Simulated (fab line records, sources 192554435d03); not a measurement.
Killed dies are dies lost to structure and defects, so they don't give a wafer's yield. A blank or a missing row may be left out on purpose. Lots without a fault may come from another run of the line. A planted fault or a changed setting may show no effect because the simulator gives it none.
Which tool did it? | flow n5_finfet | 24 lots, 72 wafers sampled, at 6 steps of a route of 1938

WHAT THE GAUGES READ, wafer by wafer
The record holds no reading of a measuring or inspecting step that can be judged against a usual standard deviation.

WHICH TOOL RAN EACH LOT (tool, then ch and the chambers of the sampled wafers, then the start)
lot  | N5_BEOL_M3_TRENCH_ETCH_37                     | N5_BEOL_M3_ETCH_41                            | N5_BEOL_M3_SPUTTER_79        | N5_BEOL_M3_SPUTTER_90        | N5_BEOL_M3_ANNEAL_51             | N5_BEOL_M4_ILD_DEP_00
L074 | rie_diel-04 ch 0,1,2, day 7 04:47 or earlier  | rie_diel-04 ch 0,1,2, day 7 04:47 or earlier  | pvd_sputter-02, day 7 04:47  | pvd_sputter-02, day 7 05:40  | rtp_anneal-01 ch 0, day 7 06:34  | pecvd-04 ch 0,2, day 7 07:26
L075 | rie_diel-06 ch 1,2,3, day 7 05:37 or earlier  | rie_diel-06 ch 1,2,3, day 7 05:37 or earlier  | pvd_sputter-01, day 7 05:37  | pvd_sputter-01, day 7 06:30  | rtp_anneal-01 ch 0, day 7 07:22  | pecvd-03 ch 0,1,2, day 7 08:16
L076 | rie_diel-04 ch 0,1,3, day 7 17:45 or earlier  | rie_diel-04 ch 0,1,3, day 7 17:45 or earlier  | pvd_sputter-03, day 7 17:45  | pvd_sputter-03, day 7 18:38  | rtp_anneal-02 ch 0, day 7 19:29  | pecvd-03 ch 0,2, day 7 20:24
L077 | rie_diel-06 ch 1,2,3, day 7 18:04 or earlier  | rie_diel-06 ch 1,2,3, day 7 18:04 or earlier  | pvd_sputter-02, day 7 18:04  | pvd_sputter-02, day 7 18:56  | rtp_anneal-01 ch 0, day 7 20:02  | pecvd-03 ch 0,1, day 7 21:02
L078 | rie_diel-06 ch 0,2, day 8 08:16 or earlier    | rie_diel-06 ch 0,2, day 8 08:16 or earlier    | pvd_sputter-02, day 8 08:16  | pvd_sputter-02, day 8 09:08  | rtp_anneal-02 ch 0, day 8 10:00  | pecvd-04 ch 0,1,2, day 8 10:55
L080 | rie_diel-06 ch 0,3, day 8 11:24 or earlier    | rie_diel-06 ch 0,3, day 8 11:24 or earlier    | pvd_sputter-02, day 8 11:24  | pvd_sputter-02, day 8 12:17  | rtp_anneal-02 ch 0, day 8 13:08  | pecvd-03 ch 0,1, day 8 14:04
L079 | rie_diel-04 ch 0,2,3, day 8 11:35 or earlier  | rie_diel-04 ch 0,2,3, day 8 11:35 or earlier  | pvd_sputter-01, day 8 11:35  | pvd_sputter-01, day 8 13:33  | rtp_anneal-02 ch 0, day 8 14:27  | pecvd-04 ch 0,1,2, day 8 15:19
L081 | rie_diel-06 ch 0,3, day 8 17:21 or earlier    | rie_diel-06 ch 0,3, day 8 17:21 or earlier    | pvd_sputter-01, day 8 17:21  | pvd_sputter-01, day 8 18:14  | rtp_anneal-01 ch 0, day 8 19:08  | pecvd-04 ch 0,1,2, day 8 21:00
L082 | rie_diel-05 ch 0,1, day 9 00:10 or earlier    | rie_diel-05 ch 0,1, day 9 00:10 or earlier    | pvd_sputter-03, day 9 00:10  | pvd_sputter-03, day 9 01:03  | rtp_anneal-01 ch 0, day 9 02:03  | pecvd-02 ch 1,2, day 9 02:53
L083 | rie_diel-06 ch 0,1,2, day 9 08:21 or earlier  | rie_diel-06 ch 0,1,2, day 9 08:21 or earlier  | pvd_sputter-02, day 9 08:21  | pvd_sputter-02, day 9 09:14  | rtp_anneal-01 ch 0, day 9 10:13  | pecvd-04 ch 1,2, day 9 11:03
L084 | rie_diel-06 ch 1,2,3, day 10 00:11 or earlier | rie_diel-06 ch 1,2,3, day 10 00:11 or earlier | pvd_sputter-01, day 10 00:11 | pvd_sputter-01, day 10 01:04 | rtp_anneal-01 ch 0, day 10 01:58 | pecvd-04 ch 0,1,2, day 10 02:51
L086 | rie_diel-05 ch 0,1,3, day 10 00:43 or earlier | rie_diel-05 ch 0,1,3, day 10 00:43 or earlier | pvd_sputter-02, day 10 00:43 | pvd_sputter-02, day 10 01:35 | rtp_anneal-01 ch 0, day 10 02:27 | pecvd-04 ch 0,1, day 10 03:23
L085 | rie_diel-06 ch 1,3, day 10 06:20 or earlier   | rie_diel-06 ch 1,3, day 10 06:20 or earlier   | pvd_sputter-01, day 10 06:20 | pvd_sputter-01, day 10 07:13 | rtp_anneal-01 ch 0, day 10 08:10 | pecvd-03 ch 1,2, day 10 09:01
L087 | rie_diel-04 ch 0,1,3, day 10 11:03 or earlier | rie_diel-04 ch 0,1,3, day 10 11:03 or earlier | pvd_sputter-01, day 10 11:03 | pvd_sputter-01, day 10 11:56 | rtp_anneal-02 ch 0, day 10 12:50 | pecvd-04 ch 0,1, day 10 13:44
L088 | rie_diel-06 ch 1,2,3, day 10 13:31 or earlier | rie_diel-06 ch 1,2,3, day 10 13:31 or earlier | pvd_sputter-03, day 10 13:31 | pvd_sputter-03, day 10 14:23 | rtp_anneal-01 ch 0, day 10 15:15 | pecvd-03 ch 0,2, day 10 16:10
L089 | rie_diel-05 ch 0,1,2, day 11 01:20 or earlier | rie_diel-05 ch 0,1,2, day 11 01:20 or earlier | pvd_sputter-02, day 11 01:20 | pvd_sputter-02, day 11 02:13 | rtp_anneal-02 ch 0, day 11 03:04 | pecvd-03 ch 1,2, day 11 04:02
L090 | rie_diel-06 ch 0,2,3, day 11 05:02 or earlier | rie_diel-06 ch 0,2,3, day 11 05:02 or earlier | pvd_sputter-02, day 11 05:02 | pvd_sputter-02, day 11 05:55 | rtp_anneal-02 ch 0, day 11 06:52 | pecvd-04 ch 0,1, day 11 07:52
L091 | rie_diel-04 ch 1,2, day 11 05:23 or earlier   | rie_diel-04 ch 1,2, day 11 05:23 or earlier   | pvd_sputter-03, day 11 05:23 | pvd_sputter-03, day 11 06:16 | rtp_anneal-01 ch 0, day 11 07:07 | pecvd-02 ch 0,1,2, day 11 08:04
L093 | rie_diel-06 ch 0,2,3, day 12 01:39 or earlier | rie_diel-06 ch 0,2,3, day 12 01:39 or earlier | pvd_sputter-02, day 12 01:39 | pvd_sputter-02, day 12 02:32 | rtp_anneal-02 ch 0, day 12 03:26 | pecvd-02 ch 0,1,2, day 12 04:18
L092 | rie_diel-04 ch 0,1,2, day 12 06:58 or earlier | rie_diel-04 ch 0,1,2, day 12 06:58 or earlier | pvd_sputter-03, day 12 06:58 | pvd_sputter-03, day 12 07:51 | rtp_anneal-02 ch 0, day 12 08:50 | pecvd-03 ch 0,1,2, day 12 09:40
L094 | rie_diel-05 ch 0,1,2, day 12 09:08 or earlier | rie_diel-05 ch 0,1,2, day 12 09:08 or earlier | pvd_sputter-03, day 12 09:08 | pvd_sputter-03, day 12 10:01 | rtp_anneal-02 ch 0, day 12 10:52 | pecvd-02 ch 0,1,2, day 12 11:47
L095 | rie_diel-06 ch 0,1,2, day 13 00:44 or earlier | rie_diel-06 ch 0,1,2, day 13 00:44 or earlier | pvd_sputter-02, day 13 00:44 | pvd_sputter-02, day 13 01:37 | rtp_anneal-01 ch 0, day 13 02:31 | pecvd-04 ch 1,2, day 13 03:25
L096 | rie_diel-06 ch 0,2,3, day 13 11:26 or earlier | rie_diel-06 ch 0,2,3, day 13 11:26 or earlier | pvd_sputter-02, day 13 11:26 | pvd_sputter-02, day 13 12:19 | rtp_anneal-02 ch 0, day 13 13:10 | pecvd-02 ch 1,2, day 13 14:05
L097 | rie_diel-06 ch 1,3, day 13 12:15 or earlier   | rie_diel-06 ch 1,3, day 13 12:15 or earlier   | pvd_sputter-03, day 13 12:15 | pvd_sputter-03, day 13 13:08 | rtp_anneal-01 ch 0, day 13 13:59 | pecvd-04 ch 0,2, day 13 14:56
- N5_BEOL_M3_TRENCH_ETCH_37: etches SiOC in C4F6/O2, target depth 55.555 nm, time 29.2 s.
- N5_BEOL_M3_ETCH_41: etches SiCN in CH3F/O2, target depth 29.9 nm, time 52.5 s.
- N5_BEOL_M3_SPUTTER_79: material Cu, target thk 4.5 nm, time 8.29 s.
- N5_BEOL_M3_SPUTTER_90: material Cu, target thk 4.5 nm, time 8.29 s.
- N5_BEOL_M3_ANNEAL_51: time 90 s.
- N5_BEOL_M4_ILD_DEP_00: deposits SiOC from DEMS/O2, target thk 79 nm, time 15.3 s.

WHAT THE TOOLS THEMSELVES READ (means of the sampled wafers that have a number; where no wafer has one, the mark that the record gives instead)
N5_BEOL_M3_TRENCH_ETCH_37. Usual: O2_flow_sccm 10.00 sccm, standard deviation 0.031; drypump_motor_current_A 5.7 A, standard deviation 0.38; oes_product_au 0.76 a.u., standard deviation 0.084; rf_vpp_V 669 V, standard deviation 8.3; showerhead_plenum_p_Torr 2.86 Torr, standard deviation 0.089; throttle_valve_pct 20.89 %, standard deviation 0.22.
lot  | tool        | O2_flow_sccm (sccm) | drypump_motor_current_A (A) | oes_product_au (a.u.) | rf_vpp_V (V) | showerhead_plenum_p_Torr (Torr) | throttle_valve_pct (%) | flag
L074 | rie_diel-04 | 10.01               | 6.0                         | 0.73                  | 669          | 2.83                            | 21.09                  |
L075 | rie_diel-06 | 10.03               | 5.6                         | 0.74                  | 672          | 2.88                            | 20.86                  |
L076 | rie_diel-04 | 9.97                | 5.5                         | 0.77                  | 668          | 2.86                            | 21.03                  |
L077 | rie_diel-06 | 10.00               | 5.6                         | 0.74                  | 672          | 2.88                            | 20.86                  |
L078 | rie_diel-06 | 10.01               | 5.8                         | 0.70                  | 674          | 2.93                            | 20.81                  |
L080 | rie_diel-06 | 9.94                | 5.6                         | 0.72                  | 674          | 2.93                            | 20.72                  |
L079 | rie_diel-04 | 10.00               | 5.7                         | 0.87                  | 661          | 2.81                            | 21.00                  |
L081 | rie_diel-06 | 10.02               | 5.5                         | 0.72                  | 674          | 2.93                            | 20.72                  |
L082 | rie_diel-05 | 9.99                | 5.7                         | 0.71                  | 670          | 2.79                            | 21.08                  |
L083 | rie_diel-06 | 10.02               | 5.8                         | 0.71                  | 670          | 2.86                            | 20.90                  |
L084 | rie_diel-06 | 10.02               | 5.6                         | 0.73                  | 672          | 2.87                            | 20.89                  |
L086 | rie_diel-05 | 9.99                | 5.7                         | 0.75                  | 667          | 2.80                            | 20.93                  |
L085 | rie_diel-06 | 10.01               | 5.6                         | 0.72                  | 665          | 2.80                            | 20.91                  |
L087 | rie_diel-04 | 9.99                | 5.5                         | 0.75                  | 667          | 2.85                            | 21.07                  |
L088 | rie_diel-06 | 10.01               | 5.6                         | 0.72                  | 671          | 2.87                            | 20.91                  |
L089 | rie_diel-05 | 10.00               | 5.6                         | 0.75                  | 666          | 2.84                            | 21.03                  |
L090 | rie_diel-06 | 10.01               | 5.6                         | 0.80                  | 676          | 2.93                            | 20.70                  |
L091 | rie_diel-04 | 9.99                | 6.3                         | 0.83                  | 664          | 2.82                            | 20.98                  |
L093 | rie_diel-06 | 10.02               | 5.6                         | 0.80                  | 676          | 2.93                            | 20.70                  |
L092 | rie_diel-04 | 10.00               | 6.0                         | 0.89                  | 666          | 2.82                            | 20.85                  |
L094 | rie_diel-05 | 9.99                | 5.5                         | 0.74                  | 667          | 2.83                            | 21.04                  |
L095 | rie_diel-06 | 10.03               | 5.8                         | 0.78                  | 671          | 2.85                            | 20.83                  |
L096 | rie_diel-06 | 10.00               | 5.6                         | 0.78                  | 676          | 2.92                            | 20.73                  |
L097 | rie_diel-06 | 10.00               | 5.4                         | 0.72                  | 670          | 2.87                            | 20.85                  |

N5_BEOL_M3_ETCH_41. Usual: O2_flow_sccm 20.00 sccm, standard deviation 0.054; drypump_motor_current_A 5.7 A, standard deviation 0.38; oes_product_au 0.76 a.u., standard deviation 0.084; rf_vpp_V 297.7 V, standard deviation 1.6; showerhead_plenum_p_Torr 2.01 Torr, standard deviation 0.065; throttle_valve_pct 16.37 %, standard deviation 0.21.
lot  | tool        | O2_flow_sccm (sccm) | drypump_motor_current_A (A) | oes_product_au (a.u.) | rf_vpp_V (V) | showerhead_plenum_p_Torr (Torr) | throttle_valve_pct (%) | flag
L074 | rie_diel-04 | 20.01               | 6.0                         | 0.73                  | 297.0        | 1.99                            | 16.56                  |
L075 | rie_diel-06 | 19.99               | 5.6                         | 0.74                  | 297.2        | 2.03                            | 16.36                  |
L076 | rie_diel-04 | 19.96               | 5.5                         | 0.77                  | 297.9        | 2.01                            | 16.48                  |
L077 | rie_diel-06 | 19.99               | 5.6                         | 0.75                  | 299.1        | 2.02                            | 16.36                  |
L078 | rie_diel-06 | 19.96               | 5.8                         | 0.70                  | 298.4        | 2.06                            | 16.34                  |
L080 | rie_diel-06 | 19.96               | 5.6                         | 0.72                  | 299.5        | 2.06                            | 16.25                  |
L079 | rie_diel-04 | 19.98               | 5.7                         | 0.87                  | 296.0        | 1.97                            | 16.41                  |
L081 | rie_diel-06 | 19.98               | 5.5                         | 0.72                  | 298.4        | 2.06                            | 16.25                  |
L082 | rie_diel-05 | 19.97               | 5.6                         | 0.71                  | 296.8        | 1.96                            | 16.55                  |
L083 | rie_diel-06 | 19.98               | 5.8                         | 0.71                  | 297.6        | 2.01                            | 16.42                  |
L084 | rie_diel-06 | 20.02               | 5.6                         | 0.73                  | 297.4        | 2.02                            | 16.40                  |
L086 | rie_diel-05 | 19.99               | 5.7                         | 0.74                  | 296.6        | 1.96                            | 16.43                  |
L085 | rie_diel-06 | 19.99               | 5.6                         | 0.73                  | 296.5        | 1.97                            | 16.41                  |
L087 | rie_diel-04 | 20.07               | 5.5                         | 0.75                  | 298.1        | 2.00                            | 16.52                  |
L088 | rie_diel-06 | 19.98               | 5.6                         | 0.72                  | 298.7        | 2.02                            | 16.41                  |
L089 | rie_diel-05 | 20.00               | 5.5                         | 0.75                  | 297.2        | 1.99                            | 16.50                  |
L090 | rie_diel-06 | 20.06               | 5.6                         | 0.80                  | 299.3        | 2.06                            | 16.19                  |
L091 | rie_diel-04 | 20.01               | 6.3                         | 0.83                  | 296.8        | 1.98                            | 16.41                  |
L093 | rie_diel-06 | 19.98               | 5.6                         | 0.79                  | 298.2        | 2.06                            | 16.20                  |
L092 | rie_diel-04 | 20.04               | 6.0                         | 0.90                  | 297.2        | 1.98                            | 16.27                  |
L094 | rie_diel-05 | 20.02               | 5.5                         | 0.74                  | 296.6        | 1.99                            | 16.52                  |
L095 | rie_diel-06 | 20.02               | 5.8                         | 0.78                  | 296.8        | 2.00                            | 16.32                  |
L096 | rie_diel-06 | 20.01               | 5.6                         | 0.77                  | 298.7        | 2.06                            | 16.22                  |
L097 | rie_diel-06 | 19.95               | 5.4                         | 0.72                  | 298.7        | 2.01                            | 16.36                  |

N5_BEOL_M3_SPUTTER_79. Usual: chuck_sensor_temp_C -15.8 C, standard deviation 0.42; throttle_valve_pct 30.9 %, standard deviation 0.75.
lot  | tool           | chuck_sensor_temp_C (C) | throttle_valve_pct (%) | flag
L074 | pvd_sputter-02 | -15.9                   | 31.2                   |
L075 | pvd_sputter-01 | -16.0                   | 30.8                   |
L076 | pvd_sputter-03 | -15.7                   | 30.3                   |
L077 | pvd_sputter-02 | -15.7                   | 31.1                   |
L078 | pvd_sputter-02 | -15.7                   | 30.9                   |
L080 | pvd_sputter-02 | -15.7                   | 31.0                   |
L079 | pvd_sputter-01 | -15.9                   | 31.4                   |
L081 | pvd_sputter-01 | -16.0                   | 30.7                   |
L082 | pvd_sputter-03 | -15.7                   | 30.4                   |
L083 | pvd_sputter-02 | -16.1                   | 31.6                   |
L084 | pvd_sputter-01 | -16.5                   | 31.1                   |
L086 | pvd_sputter-02 | -15.7                   | 31.1                   |
L085 | pvd_sputter-01 | -16.0                   | 30.8                   |
L087 | pvd_sputter-01 | -15.3                   | 30.6                   |
L088 | pvd_sputter-03 | -15.8                   | 30.4                   |
L089 | pvd_sputter-02 | -15.8                   | 31.9                   |
L090 | pvd_sputter-02 | -15.7                   | 30.9                   |
L091 | pvd_sputter-03 | -15.8                   | 29.9                   |
L093 | pvd_sputter-02 | -15.7                   | 31.1                   |
L092 | pvd_sputter-03 | -15.7                   | 30.4                   |
L094 | pvd_sputter-03 | -16.1                   | 30.5                   |
L095 | pvd_sputter-02 | -15.8                   | 31.5                   |
L096 | pvd_sputter-02 | -15.8                   | 31.7                   |
L097 | pvd_sputter-03 | -15.8                   | 30.3                   |

N5_BEOL_M3_SPUTTER_90. Usual: chuck_sensor_temp_C -15.7 C, standard deviation 0.44; throttle_valve_pct 30.9 %, standard deviation 0.79.
lot  | tool           | chuck_sensor_temp_C (C) | throttle_valve_pct (%) | flag
L074 | pvd_sputter-02 | -15.8                   | 31.2                   |
L075 | pvd_sputter-01 | -15.9                   | 30.8                   |
L076 | pvd_sputter-03 | -15.6                   | 30.1                   |
L077 | pvd_sputter-02 | -15.6                   | 31.2                   |
L078 | pvd_sputter-02 | -15.9                   | 30.9                   |
L080 | pvd_sputter-02 | -15.5                   | 31.2                   |
L079 | pvd_sputter-01 | -15.9                   | 31.4                   |
L081 | pvd_sputter-01 | -16.0                   | 30.9                   |
L082 | pvd_sputter-03 | -15.8                   | 30.4                   |
L083 | pvd_sputter-02 | -16.0                   | 31.6                   |
L084 | pvd_sputter-01 | -16.6                   | 30.8                   |
L086 | pvd_sputter-02 | -15.5                   | 31.2                   |
L085 | pvd_sputter-01 | -15.9                   | 30.7                   |
L087 | pvd_sputter-01 | -15.3                   | 30.6                   |
L088 | pvd_sputter-03 | -15.9                   | 30.3                   |
L089 | pvd_sputter-02 | -15.8                   | 31.9                   |
L090 | pvd_sputter-02 | -15.6                   | 30.7                   |
L091 | pvd_sputter-03 | -15.8                   | 30.0                   |
L093 | pvd_sputter-02 | -15.8                   | 31.3                   |
L092 | pvd_sputter-03 | -15.9                   | 30.2                   |
L094 | pvd_sputter-03 | -16.1                   | 30.5                   |
L095 | pvd_sputter-02 | -15.7                   | 31.4                   |
L096 | pvd_sputter-02 | -15.7                   | 31.5                   |
L097 | pvd_sputter-03 | -15.8                   | 30.3                   |

N5_BEOL_M3_ANNEAL_51. Usual: anneal_temp_c 224.97 C, standard deviation 0.16; wafer_temp_C_max 225.79, standard deviation 0.25.
lot  | tool          | anneal_temp_c (C) | wafer_temp_C_max | flag
L074 | rtp_anneal-01 | 225.03            | 225.74           |
L075 | rtp_anneal-01 | 225.03            | 226.10           |
L076 | rtp_anneal-02 | 224.84            | 225.53           |
L077 | rtp_anneal-01 | 225.05            | 225.85           |
L078 | rtp_anneal-02 | 225.06            | 225.62           |
L080 | rtp_anneal-02 | 225.00            | 225.59           |
L079 | rtp_anneal-02 | 225.13            | 225.59           |
L081 | rtp_anneal-01 | 224.88            | 225.77           |
L082 | rtp_anneal-01 | 224.89            | 225.86           |
L083 | rtp_anneal-01 | 224.97            | 225.85           |
L084 | rtp_anneal-01 | 225.08            | 225.97           |
L086 | rtp_anneal-01 | 224.99            | 225.75           |
L085 | rtp_anneal-01 | 224.82            | 226.12           |
L087 | rtp_anneal-02 | 224.99            | 225.70           |
L088 | rtp_anneal-01 | 224.83            | 226.20           |
L089 | rtp_anneal-02 | 225.18            | 225.45           |
L090 | rtp_anneal-02 | 225.08            | 225.79           |
L091 | rtp_anneal-01 | 224.87            | 225.85           |
L093 | rtp_anneal-02 | 224.74            | 225.53           |
L092 | rtp_anneal-02 | 224.98            | 225.59           |
L094 | rtp_anneal-02 | 224.74            | 225.53           |
L095 | rtp_anneal-01 | 224.89            | 226.10           |
L096 | rtp_anneal-02 | 225.13            | 225.61           |
L097 | rtp_anneal-01 | 224.90            | 225.90           |

N5_BEOL_M4_ILD_DEP_00. Usual: heater_power_outer_w 261 W, standard deviation 36; heater_power_w 477 W, standard deviation 64; showerhead_plenum_p_Torr 5.696 Torr, standard deviation 0.014; throttle_valve_pct 12.2 %, standard deviation 0.46.
lot  | tool     | heater_power_outer_w (W) | heater_power_w (W) | showerhead_plenum_p_Torr (Torr) | throttle_valve_pct (%) | flag
L074 | pecvd-04 | 237                      | 479                | 5.680                           | 12.0                   |
L075 | pecvd-03 | 247                      | 440                | 5.694                           | 12.3                   |
L076 | pecvd-03 | 227                      | 390                | 5.706                           | 12.3                   |
L077 | pecvd-03 | 268                      | 476                | 5.707                           | 12.7                   |
L078 | pecvd-04 | 277                      | 501                | 5.684                           | 12.1                   |
L080 | pecvd-03 | 253                      | 468                | 5.711                           | 12.8                   |
L079 | pecvd-04 | 264                      | 484                | 5.680                           | 12.2                   |
L081 | pecvd-04 | 285                      | 517                | 5.678                           | 12.2                   |
L082 | pecvd-02 | 240                      | 429                | 5.699                           | 11.7                   |
L083 | pecvd-04 | 299                      | 543                | 5.698                           | 12.3                   |
L084 | pecvd-04 | 282                      | 510                | 5.687                           | 12.0                   |
L086 | pecvd-04 | 243                      | 445                | 5.689                           | 12.4                   |
L085 | pecvd-03 | 257                      | 465                | 5.712                           | 11.8                   |
L087 | pecvd-04 | 259                      | 463                | 5.692                           | 12.2                   |
L088 | pecvd-03 | 240                      | 431                | 5.707                           | 12.7                   |
L089 | pecvd-03 | 226                      | 402                | 5.701                           | 12.0                   |
L090 | pecvd-04 | 279                      | 493                | 5.692                           | 12.3                   |
L091 | pecvd-02 | 267                      | 499                | 5.698                           | 11.8                   |
L093 | pecvd-02 | 254                      | 475                | 5.698                           | 11.9                   |
L092 | pecvd-03 | 255                      | 457                | 5.701                           | 12.5                   |
L094 | pecvd-02 | 271                      | 494                | 5.704                           | 11.9                   |
L095 | pecvd-04 | 273                      | 528                | 5.678                           | 12.1                   |
L096 | pecvd-02 | 212                      | 410                | 5.702                           | 11.7                   |
L097 | pecvd-04 | 285                      | 542                | 5.684                           | 12.2                   |

THE ANSWER, worked out from the rows above alone
Rule: a lot is off if the mean of its wafers that have a number lies more than 3 standard deviations from the usual mean. A lot without any number at a reading at which 4 lots or more have one is off too. The other lots that the step has rows for count as sound. The gauges are gone through in route order, then the tools' own readings, and for those a lot's mean is taken as printed above. The first step at which some lot is off is used, and at that step the reading that is off furthest; a lot without a number counts as furthest.
No lot is off at any reading shown: from this, nothing can be told.

WHAT THE SIMULATOR HAD PUT IN
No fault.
